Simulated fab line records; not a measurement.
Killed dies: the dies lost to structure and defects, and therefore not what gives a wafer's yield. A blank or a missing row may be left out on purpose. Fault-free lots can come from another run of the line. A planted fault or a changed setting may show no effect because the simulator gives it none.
fab line records -- flow nand-harc
record lots=6, wafers=18, last-day=32
route steps=1302 shown A_ONON_D2@552 END@1302
lots with no fault: from the same line, run without faults
start-h: hours from the record's first day to the start of the lot's first wafer shown -- wait-h: how many hours have passed since the lot's step before this one -- " repeats the value in the row above -- L1.1+2: a row that stands for several wafers -- - no value, or no start was given -- * or withheld: withheld -- < > ~ a bound
route shown NAME@n: a module of which the file shows steps, and the number in the route of the first -- usual: mean/standard deviation of fault-free wafers -- same: alike in all rows -- chamber/n: place in a boat -- sites: the reading at each site -- _std_site: standard deviation of those values -- _edge_site: inner sites' mean taken away from outer sites' mean -- radius-mm: for every site, how far away it sits from the centre of the wafer -- mask NAME#n: copy n -- behind: the tool/chamber that last shaped the wafer -- hold: cause of the lot's hold/its duration in hours/its outcome -- device: names the non-switching transistor (n, p or np) -- end of line: at the end of the route, the tests of the same wafers -- a step given without rows: its recipe and nothing more -- killed: count of dies lost to structure and defects at first sort (not the wafer's yield) -- map: the dies of a wafer, with x for killed, . for not killed, _ for no die there
set.NAME: the setting that was run; set.NAME@STEP: the one run at that earlier step -- model.NAME: the simulator's own value behind a step, which no gauge read
lots seen at some steps along the route; tables by step, rows by wafer
services: a tool's chamber out of use, with start hour (start-h, from the record's first day; less than 0 if before it), hours out, and reason
## steps
# step NHARC_A_ONON_D2_THK_MEAS_11
# recipe thk-meas-gauge=ellipsometry
# usual thk-nm=998/11
lot.wafer,tool,chamber,start-h,wait-h,thk-nm
L129.2,film-metro-02,-,299.66,-,980
L129.3,film-metro-02,-,299.66,-,979
L129.5,film-metro-02,-,299.66,-,980
L131.1,film-metro-01,-,312.18,-,990
L131.2,film-metro-01,-,312.18,-,990
L131.5,film-metro-01,-,312.18,-,993
L137.1,film-metro-01,-,374.04,-,1002
L137.4,film-metro-01,-,374.04,-,1003
L137.5,film-metro-01,-,374.04,-,1005
L139.1,film-metro-01,-,404.24,-,1002
L139.3,film-metro-01,-,404.24,-,1004
L139.4,film-metro-01,-,404.24,-,1005
L147.1,film-metro-01,-,478.44,-,986
L147.2,film-metro-01,-,478.44,-,985
L147.3,film-metro-01,-,478.44,-,987
L149.2,film-metro-02,-,492.21,-,986
L149.3,film-metro-02,-,492.21,-,986
L149.6,film-metro-02,-,492.21,-,985
# step NHARC_A_ONON_D2_DEP_12
# recipe target-thk-a=10000, n2-flow-sccm=2750, n2o-flow-sccm=2000, nh3-flow-sccm=500, sih4-flow-sccm=210, temp-c=400
# step NHARC_A_ONON_D2_THK_MEAS_14
# recipe thk-meas-gauge=ellipsometry
# usual thk-nm=1001/11
lot.wafer,tool,chamber,start-h,wait-h,thk-nm
L129.2,film-metro-01,-,300.23,-,1012
L129.3,film-metro-01,-,300.23,-,1013
L129.5,film-metro-01,-,300.23,-,1013
L131.1,film-metro-02,-,312.88,-,1005
L131.2,film-metro-02,-,312.88,-,1004
L131.5,film-metro-02,-,312.88,-,1005
L137.1,film-metro-01,-,374.62,-,1004
L137.4,film-metro-01,-,374.62,-,1003
L137.5,film-metro-01,-,374.62,-,1003
L139.1,film-metro-02,-,404.80,-,1009
L139.3,film-metro-02,-,404.80,-,1010
L139.4,film-metro-02,-,404.80,-,1009
L147.1,film-metro-02,-,479.03,-,1023
L147.2,film-metro-02,-,479.03,-,1024
L147.3,film-metro-02,-,479.03,-,1024
L149.2,film-metro-01,-,492.77,-,1013
L149.3,film-metro-01,-,492.77,-,1011
L149.6,film-metro-01,-,492.77,-,1013
# step NHARC_A_ONON_D2_ANNEAL_15
# recipe temp-c=750, time-s=3600
# step NHARC_A_ONON_D2_DEP_16
# recipe target-thk-a=10000, n2-flow-sccm=2750, n2o-flow-sccm=2000, nh3-flow-sccm=500, sih4-flow-sccm=210, temp-c=400
# step NHARC_A_ONON_D2_THK_MEAS_18
# recipe thk-meas-gauge=ellipsometry
# usual thk-nm=1001/12
lot.wafer,tool,chamber,start-h,wait-h,thk-nm
L129.2,film-metro-01,-,311.62,-,994
L129.3,film-metro-01,-,311.62,-,993
L129.5,film-metro-01,-,311.62,-,993
L131.1,film-metro-02,-,320.75,-,986
L131.2,film-metro-02,-,320.75,-,988
L131.5,film-metro-02,-,320.75,-,988
L137.1,film-metro-01,-,383.83,-,1009
L137.4,film-metro-01,-,383.83,-,1008
L137.5,film-metro-01,-,383.83,-,1010
L139.1,film-metro-02,-,412.48,-,1002
L139.3,film-metro-02,-,412.48,-,1001
L139.4,film-metro-02,-,412.48,-,1002
L147.1,film-metro-02,-,486.74,-,999
L147.2,film-metro-02,-,486.74,-,999
L147.3,film-metro-02,-,486.74,-,1000
L149.2,film-metro-01,-,500.73,-,999
L149.3,film-metro-01,-,500.73,-,999
L149.6,film-metro-01,-,500.73,-,997
# step NHARC_A_ONON_D2_DEP_19
# recipe target-thk-a=10000, n2-flow-sccm=2750, n2o-flow-sccm=2000, nh3-flow-sccm=500, sih4-flow-sccm=210, temp-c=400
# step NHARC_A_ONON_D2_THK_MEAS_21
# recipe thk-meas-gauge=ellipsometry
# usual thk-nm=1000/10
lot.wafer,tool,chamber,start-h,wait-h,thk-nm
L129.2,film-metro-02,-,312.38,-,983
L129.3,film-metro-02,-,312.38,-,985
L129.5,film-metro-02,-,312.38,-,983
L131.1,film-metro-01,-,321.45,-,1006
L131.2,film-metro-01,-,321.45,-,1008
L131.5,film-metro-01,-,321.45,-,1007
L137.1,film-metro-01,-,384.40,-,985
L137.4,film-metro-01,-,384.40,-,986
L137.5,film-metro-01,-,384.40,-,988
L139.1,film-metro-01,-,413.04,-,1006
L139.3,film-metro-01,-,413.04,-,1006
L139.4,film-metro-01,-,413.04,-,1005
L147.1,film-metro-01,-,487.31,-,1002
L147.2,film-metro-01,-,487.31,-,1001
L147.3,film-metro-01,-,487.31,-,1000
L149.2,film-metro-01,-,501.39,-,995
L149.3,film-metro-01,-,501.39,-,994
L149.6,film-metro-01,-,501.39,-,995
# step NHARC_A_ONON_D2_DEP_22
# recipe target-thk-a=10000, n2-flow-sccm=2750, n2o-flow-sccm=2000, nh3-flow-sccm=500, sih4-flow-sccm=210, temp-c=400
# step NHARC_A_ONON_D2_THK_MEAS_24
# recipe thk-meas-gauge=ellipsometry
# usual thk-nm=1001/8
lot.wafer,tool,chamber,start-h,wait-h,thk-nm
L129.2,film-metro-01,-,313.08,-,1003
L129.3,film-metro-01,-,313.08,-,1005
L129.5,film-metro-01,-,313.08,-,1006
L131.1,film-metro-02,-,322.02,-,1005
L131.2,film-metro-02,-,322.02,-,1003
L131.5,film-metro-02,-,322.02,-,1002
L137.1,film-metro-01,-,384.96,-,1019
L137.4,film-metro-01,-,384.96,-,1020
L137.5,film-metro-01,-,384.96,-,1019
L139.1,film-metro-02,-,413.61,-,991
L139.3,film-metro-02,-,413.61,-,990
L139.4,film-metro-02,-,413.61,-,990
L147.1,film-metro-01,-,487.88,-,993
L147.2,film-metro-01,-,487.88,-,994
L147.3,film-metro-01,-,487.88,-,992
L149.2,film-metro-01,-,502.09,-,994
L149.3,film-metro-01,-,502.09,-,994
L149.6,film-metro-01,-,502.09,-,992
# step NHARC_A_ONON_D2_DEP_25
# recipe target-thk-a=10000, n2-flow-sccm=2750, n2o-flow-sccm=2000, nh3-flow-sccm=500, sih4-flow-sccm=210, temp-c=400
# step NHARC_A_ONON_D2_THK_MEAS_27
# recipe thk-meas-gauge=ellipsometry
# usual thk-nm=1000/10
lot.wafer,tool,chamber,start-h,wait-h,thk-nm
L129.2,film-metro-01,-,313.65,-,1001
L129.3,film-metro-01,-,313.65,-,1001
L129.5,film-metro-01,-,313.65,-,1002
L131.1,film-metro-01,-,322.59,-,996
L131.2,film-metro-01,-,322.59,-,997
L131.5,film-metro-01,-,322.59,-,997
L137.1,film-metro-01,-,385.53,-,1013
L137.4,film-metro-01,-,385.53,-,1010
L137.5,film-metro-01,-,385.53,-,1010
L139.1,film-metro-02,-,414.18,-,1007
L139.3,film-metro-02,-,414.18,-,1008
L139.4,film-metro-02,-,414.18,-,1008
L147.1,film-metro-02,-,488.45,-,998
L147.2,film-metro-02,-,488.45,-,998
L147.3,film-metro-02,-,488.45,-,998
L149.2,film-metro-01,-,502.66,-,1002
L149.3,film-metro-01,-,502.66,-,1003
L149.6,film-metro-01,-,502.66,-,1004
# step NHARC_A_ONON_D2_DEP_28
# recipe target-thk-a=10000, n2-flow-sccm=2750, n2o-flow-sccm=2000, nh3-flow-sccm=500, sih4-flow-sccm=210, temp-c=400
lot.wafer,tool,chamber,start-h,wait-h
L129.2+3+5,pecvd-onon-01,0,313.76,0.1
L131.1+2+5,pecvd-onon-01,0,322.64,0.1
L137.1+4+5,pecvd-onon-01,0,385.58,0.1
L139.1+3+4,pecvd-onon-04,0,414.24,0.1
L147.1+2+3,pecvd-onon-01,0,488.50,0.1
L149.2+3+6,pecvd-onon-01,0,502.77,0.1
# step NHARC_A_ONON_D2_THK_MEAS_30
# recipe thk-meas-gauge=ellipsometry
# usual thk-nm=1004/7.4
lot.wafer,tool,chamber,start-h,wait-h,thk-nm
L129.2,film-metro-01,-,314.22,-,1005
L129.3,film-metro-01,-,314.22,-,1005
L129.5,film-metro-01,-,314.22,-,1007
L131.1,film-metro-01,-,323.15,-,1004
L131.2,film-metro-01,-,323.15,-,1007
L131.5,film-metro-01,-,323.15,-,1005
L137.1,film-metro-01,-,386.12,-,996
L137.4,film-metro-01,-,386.12,-,996
L137.5,film-metro-01,-,386.12,-,995
L139.1,film-metro-02,-,414.74,-,996
L139.3,film-metro-02,-,414.74,-,996
L139.4,film-metro-02,-,414.74,-,996
L147.1,film-metro-02,-,489.01,-,1104
L147.2,film-metro-02,-,489.01,-,999
L147.3,film-metro-02,-,489.01,-,1104
L149.2,film-metro-01,-,503.22,-,990
L149.3,film-metro-01,-,503.22,-,1095
L149.6,film-metro-01,-,503.22,-,991
# step NHARC_A_ONON_D2_DEP_33
# recipe target-thk-a=2000, temp-c=400, pressure-torr=6.5, rf-w=900, teos-flow-sccm=161.4, flow-sccm=2650, target-thk-nm=200, gas=O2, material=SiO2
# usual flow-sccm=2650/7.4, heater-power-w=601/120, throttle-valve-pct=15.7/0.56
lot.wafer,tool,chamber,start-h,wait-h,flow-sccm,heater-power-w,throttle-valve-pct
L129.3,pecvd-04,2,314.27,0.1,2654,805,15.7
L129.2,pecvd-04,0,314.27,0.1,2653,460,14.6
L129.5,pecvd-04,1,314.27,0.1,2658,591,16.1
L131.2,pecvd-04,2,323.21,0.1,2656,695,15.5
L131.1,pecvd-04,0,323.21,0.1,2638,565,14.7
L131.5,pecvd-04,1,323.21,0.1,2653,563,16.3
L137.1,pecvd-03,1,386.22,0.1,2655,482,15.8
L137.5,pecvd-03,1,386.22,0.1,2661,494,15.8
L137.4,pecvd-03,2,386.22,0.1,2660,458,15.5
L139.1,pecvd-01,0,414.81,0.1,2645,668,15.4
L139.3,pecvd-01,1,414.81,0.1,2653,761,16.7
L139.4,pecvd-01,1,414.81,0.1,2655,760,16.5
L147.3,pecvd-04,2,489.07,0.1,2656,687,15.5
L147.2,pecvd-04,0,489.07,0.1,2644,467,14.6
L147.1,pecvd-04,1,489.07,0.1,2636,486,16.2
L149.2,pecvd-03,1,503.28,0.1,2637,506,16.1
L149.3,pecvd-03,1,503.28,0.1,2639,513,16.0
L149.6,pecvd-03,0,503.28,0.1,2648,639,16.2
# step NHARC_END_SORT_01
# recipe temp-c=25
# usual killed-at-array=56/19, killed-at-other=1.0/1.3, killed-at-periphery=3.8/2.2, killed-dies=61/19, killed-open=3.1/1.9, killed-short=2.3/1.5
# same gross-dies=677
lot.wafer,tool,chamber,start-h,wait-h,killed-at-array,killed-at-other,killed-at-periphery,killed-dies,killed-open,killed-short
L147.1,prober-02,0,750.68,2.5,665,2,10,677,3,3
L147.3,prober-02,0,752.28,3.1,672,1,4,677,2,2
L149.3,prober-01,0,773.59,3.1,671,4,2,677,4,2
# killed by level:class
L147.1 A_ONON_D2:area-dep=632 A_CHANNEL_HOLE_D1:chamber-film-flake=14 P_GATE:chamber-film-flake=6 A_SLIT:chamber-film-flake=4 A_CONTACT:chamber-film-flake=4 A_M0:chamber-film-flake=3 P_ZERO_WELL:chamber-film-flake=2 THIN_TSV:chamber-film-flake=2
L147.3 A_ONON_D2:area-dep=642 A_CHANNEL_HOLE_D1:chamber-film-flake=12 A_SLIT:chamber-film-flake=6 P_GATE:chamber-film-flake=2 A_STAIRCASE:chamber-film-flake=2 A_CONTACT:chamber-film-flake=2 A_SOURCE_PLATE:geometric-particle:short=1 A_CHANNEL_FILL_D2:geometric-particle:open=1
L149.3 A_ONON_D2:area-dep=617 A_CHANNEL_HOLE_D2:chamber-film-flake=30 A_SLIT:chamber-film-flake=10 A_STAIRCASE:chamber-film-flake=3 THIN_TSV:chamber-film-flake=3 A_WL_FILL:chamber-film-flake=2 A_CONTACT:chamber-film-flake=2 P_CONTACT:geometric-particle:open=1
# map L147.1 (x killed, . not)
____________x____________
_________xxxxxxx_________
_______xxxxxxxxxxx_______
______xxxxxxxxxxxxx______
_____xxxxxxxxxxxxxxx_____
____xxxxxxxxxxxxxxxxx____
____xxxxxxxxxxxxxxxxx____
___xxxxxxxxxxxxxxxxxxx___
___xxxxxxxxxxxxxxxxxxx___
__xxxxxxxxxxxxxxxxxxxxx__
__xxxxxxxxxxxxxxxxxxxxx__
_xxxxxxxxxxxxxxxxxxxxxxx_
_xxxxxxxxxxxxxxxxxxxxxxx_
_xxxxxxxxxxxxxxxxxxxxxxx_
_xxxxxxxxxxxxxxxxxxxxxxx_
_xxxxxxxxxxxxxxxxxxxxxxx_
xxxxxxxxxxxxxxxxxxxxxxxxx
xxxxxxxxxxxxxxxxxxxxxxxxx
xxxxxxxxxxxxxxxxxxxxxxxxx
xxxxxxxxxxxxxxxxxxxxxxxxx
xxxxxxxxxxxxxxxxxxxxxxxxx
_xxxxxxxxxxxxxxxxxxxxxxx_
_xxxxxxxxxxxxxxxxxxxxxxx_
_xxxxxxxxxxxxxxxxxxxxxxx_
_xxxxxxxxxxxxxxxxxxxxxxx_
_xxxxxxxxxxxxxxxxxxxxxxx_
__xxxxxxxxxxxxxxxxxxxxx__
__xxxxxxxxxxxxxxxxxxxxx__
___xxxxxxxxxxxxxxxxxxx___
___xxxxxxxxxxxxxxxxxxx___
____xxxxxxxxxxxxxxxxx____
____xxxxxxxxxxxxxxxxx____
_____xxxxxxxxxxxxxxx_____
______xxxxxxxxxxxxx______
_______xxxxxxxxxxx_______
_________xxxxxxx_________
____________x____________
# map L149.3 (x killed, . not)
____________x____________
_________xxxxxxx_________
_______xxxxxxxxxxx_______
______xxxxxxxxxxxxx______
_____xxxxxxxxxxxxxxx_____
____xxxxxxxxxxxxxxxxx____
____xxxxxxxxxxxxxxxxx____
___xxxxxxxxxxxxxxxxxxx___
___xxxxxxxxxxxxxxxxxxx___
__xxxxxxxxxxxxxxxxxxxxx__
__xxxxxxxxxxxxxxxxxxxxx__
_xxxxxxxxxxxxxxxxxxxxxxx_
_xxxxxxxxxxxxxxxxxxxxxxx_
_xxxxxxxxxxxxxxxxxxxxxxx_
_xxxxxxxxxxxxxxxxxxxxxxx_
_xxxxxxxxxxxxxxxxxxxxxxx_
xxxxxxxxxxxxxxxxxxxxxxxxx
xxxxxxxxxxxxxxxxxxxxxxxxx
xxxxxxxxxxxxxxxxxxxxxxxxx
xxxxxxxxxxxxxxxxxxxxxxxxx
xxxxxxxxxxxxxxxxxxxxxxxxx
_xxxxxxxxxxxxxxxxxxxxxxx_
_xxxxxxxxxxxxxxxxxxxxxxx_
_xxxxxxxxxxxxxxxxxxxxxxx_
_xxxxxxxxxxxxxxxxxxxxxxx_
_xxxxxxxxxxxxxxxxxxxxxxx_
__xxxxxxxxxxxxxxxxxxxxx__
__xxxxxxxxxxxxxxxxxxxxx__
___xxxxxxxxxxxxxxxxxxx___
___xxxxxxxxxxxxxxxxxxx___
____xxxxxxxxxxxxxxxxx____
____xxxxxxxxxxxxxxxxx____
_____xxxxxxxxxxxxxxx_____
______xxxxxxxxxxxxx______
_______xxxxxxxxxxx_______
_________xxxxxxx_________
____________x____________
## services
tool,chamber,start-h,hours,kind
pecvd-01,0,301.85,8.6,repair
pecvd-01,-,311.38,13.0,pm
pecvd-onon-04,-,311.46,13.0,pm
pecvd-04,1,324.70,4.3,repair
pecvd-03,-,366.00,13.0,pm
pecvd-03,0,366.00,13.0,vent-cycle
pecvd-03,1,366.00,13.0,vent-cycle
pecvd-03,2,366.00,13.0,vent-cycle
pecvd-04,-,415.79,1.6,repair
pecvd-onon-04,-,421.60,2.2,repair
pecvd-01,-,424.23,1.0,repair
pecvd-04,-,427.96,0.3,repair
pecvd-onon-01,-,450.08,13.0,pm
pecvd-04,-,450.40,13.0,pm
pecvd-04,0,450.40,13.0,vent-cycle
pecvd-04,1,450.40,13.0,vent-cycle
pecvd-04,2,450.40,13.0,vent-cycle
pecvd-04,0,463.40,-,clean
pecvd-04,1,463.40,-,clean
pecvd-04,2,463.40,-,clean
pecvd-onon-04,-,464.98,2.6,repair
pecvd-03,2,483.37,145.3,repair
pecvd-onon-04,-,492.46,13.0,pm
pecvd-01,-,492.61,13.0,pm
## key
first-sign step=NHARC_A_ONON_D2_THK_MEAS_30, reading=thk-nm, direction=up, sigmas=13, usual=1004, struck=1101
effect step=NHARC_END_SORT_01, reading=killed-at-array, direction=up, sigmas=33, usual=56, struck=669
more-kills-born-at NHARC_A_ONON_D2_DEP_28@pecvd-onon-01=1891
met-at NHARC_A_ONON_D2_DEP_28
struck-wafers L147.1,L147.3,L149.3
later-rows-left-out L147.1,L147.3,L149.3
tester-left-out L147,L149
onset-between 385.58 488.50
fault kind=process-parameter-drift, tool=pecvd-onon-01, chamber=-, onset-h=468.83, steps=NHARC_A_ONON_D2_DEP_28, channel=target-thk-a, offset=*, shape=step, end-h=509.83, scope=struck-wafers-only, acts-in=*, stated=*
# tester-left-out: of these lots the tester's yield and bins aren't shown, on N5 and GAA mostly nor the transistor test; their killed dies are dies lost to structure and defects alone, not to doping, threshold or leakage, so they don't give the yield
# later-rows-left-out: the simulator's readings of these wafers behind a module that went badly wrong aren't trusted and aren't shown, but for the sort
